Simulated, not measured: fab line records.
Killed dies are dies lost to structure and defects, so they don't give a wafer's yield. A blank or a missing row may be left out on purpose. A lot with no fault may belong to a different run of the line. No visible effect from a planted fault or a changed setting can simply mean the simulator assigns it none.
Matching of chambers	flow n5-finfet	ald-sin-04 running N5_SPACER0_ALD_08: 4 sister chambers
The step deposits SiNx, target thk 2 nm. 8 wafers are shown with their chamber, then 8 later ones without.

== WAFERS WITH THEIR CHAMBER ==
wafer	chamber	heater-power-w (W)
L075.5	1	673
L079.3	1	698
L079.6	0	901
L080.4	2	741
L080.6	2	754
L082.2	0	896
L082.5	3	715
L084.1	3	747

== WAFERS WHOSE CHAMBER IS MISSING ==
wafer	heater-power-w (W)
L084.3	711
L084.4	898
L089.1	756
L089.2	746
L089.6	764
L092.3	745
L092.4	704
L092.5	760

== EACH ONE'S CHAMBER ==
wafer	from the rows above	in truth
L084.3	can't be placed: 3 or 1 or 2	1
L084.4	0	0
L089.1	can't be placed: 2 or 3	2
L089.2	can't be placed: 2 or 3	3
L089.6	can't be placed: 2 or 3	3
L092.3	can't be placed: 2 or 3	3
L092.4	can't be placed: 1 or 3 or 2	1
L092.5	can't be placed: 2 or 3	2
Placed correctly: 1 of 8. Can't be placed from these rows: 7 (the true chamber is among the candidates in 7). Wrongly placed: 0.
How it was worked out, from the rows above alone: a wafer's distance from a chamber is the root of the sum, over the readings, of the square of ((its reading less the chamber's mean) divided by the reading's scatter). The wafer belongs to the nearest chamber; if the next one is less than 2 further off, it can't be placed. A chamber's mean is the mean of its shown wafers. The scatter: the root of (the sum of the squares of (reading less its chamber's mean) over the shown wafers, divided by (wafers less chambers)).
